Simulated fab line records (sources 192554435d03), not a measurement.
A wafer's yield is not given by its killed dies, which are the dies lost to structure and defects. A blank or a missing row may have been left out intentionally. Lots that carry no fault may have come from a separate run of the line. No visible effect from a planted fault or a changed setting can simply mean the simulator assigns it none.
Split-lot study -- flow n5_finfet -- 21 wafers read across 7 lots, on a route 1938 steps long

THE SPLIT
At N5_BEOL_M14_PEB_26 (peb time 90 s), the setting peb_temp_c was moved away from the recipe's 130 C on 5 of the 21 wafers read, by -2.5% to +2.0%. This setting was run at the recipe's value on the other wafers.

FROM THE SPLIT TO THE READING: what the file shows between them, 2 steps
- N5_BEOL_M14_DEVELOP_27: develop time 45 s
- N5_BEOL_M14_HARDBAKE_32: time 120 s

THE READING
cd_nm at N5_BEOL_M14_CD_MEAS_28, given in nm (cd target 284.4 nm). A value of 284.1 nm with a standard deviation of 2.1 nm is what fault-free wafers of this fab line usually give.

wafer,"tool, chamber at the split","peb_temp_c as run, C",against the recipe,"cd_nm, nm",against lot-mates on the recipe
L076.1,"litho_track-04, 0",130,recipe,281.4,-
L076.3,"litho_track-04, 0",132.6,+2.0%,294.4,+13.0
L076.5,"litho_track-04, 0",132.6,+2.0%,290.6,+9.2
L089.2,"litho_track-01, 0",130,recipe,283.5,-
L089.3,"litho_track-01, 0",130,recipe,283.2,-
L089.4,"litho_track-01, 0",130,recipe,282.5,-
L088.2,"litho_track-04, 0",130,recipe,283.1,-
L088.3,"litho_track-04, 0",130,recipe,281.4,-
L088.4,"litho_track-04, 0",130,recipe,284.5,-
L091.1,"litho_track-04, 0",130,recipe,283.4,-
L091.4,"litho_track-04, 0",130,recipe,283.3,-
L091.6,"litho_track-04, 0",130,recipe,287.5,-
L092.1,"litho_track-04, 0",130,recipe,285.9,-
L092.3,"litho_track-04, 0",130,recipe,283.5,-
L092.6,"litho_track-04, 0",130,recipe,284.3,-
L095.1,"litho_track-03, 0",130,recipe,286.8,-
L095.4,"litho_track-03, 0",130,recipe,285.7,-
L095.6,"litho_track-03, 0",127.7,-1.8%,273.7,-12.6
L096.1,"litho_track-03, 0",126.8,-2.5%,267.7,-21.4
L096.3,"litho_track-03, 0",130,recipe,289.1,-
L096.4,"litho_track-03, 0",126.8,-2.5%,269.4,-19.7

THE FIT
A straight line over all 21 wafers: cd_nm changes by +5.49 nm for each +1% of peb_temp_c; r = +0.94; the points scatter about the line by 2.3 nm.
The same after taking each lot's own level away (the mean of its wafers on the recipe; 21 wafers): +7.15 nm for each +1%; r = +0.98; scatter 1.8 nm.
On that fit, the largest move of peb_temp_c shifts the reading by 18 nm.
Measured against the standard deviation above, the lots' own levels, which go from 281.40 to 289.10 nm, span 3.7 times it.
Thus the slope moves with the lot-to-lot level: the two fits are different.
Check: -16.9 nm against its lot-mates is what the line predicts for one of the wafers moved furthest among these (-2.5%) when that wafer is left out of the fit. Against them it came out at -21.4 nm.

THE WHOLE CHAIN: every reading that the file lists as answering this split, in the file's order
step,what it does,reading,change (the file's fit),r (the file's)
N5_BEOL_M14_CD_MEAS_28,target cd 284.4 nm,cd_nm,+7.21 nm for each +1% of the setting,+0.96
N5_BEOL_M14_DESCUM_33,"chemistry O2, time 7.9 s","BEOL_M14.cd_nm (the simulator's own value, which no gauge read)",+7.08 nm for each +1% of the setting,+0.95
N5_BEOL_M14_ETCH_67,"etches SiARC in CF4, target depth 143 nm, time 238.3 s","BEOL_M14.cd_nm (the simulator's own value, which no gauge read)",+6.98 nm for each +1% of the setting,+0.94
N5_BEOL_M14_ETCH_68,"etches SOC in N2/H2, time 450 s","BEOL_M14.cd_nm (the simulator's own value, which no gauge read)",+6.65 nm for each +1% of the setting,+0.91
N5_BEOL_M14_ETCH_38,"etches SiCN in CF4/N2, target depth 106.5 nm, time 120.6 s","BEOL_M14.cd_nm (the simulator's own value, which no gauge read)",+6.79 nm for each +1% of the setting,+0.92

THE FILE'S OWN FIT
cd_nm changes by +7.21 nm for each +1% of peb_temp_c, r = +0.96.
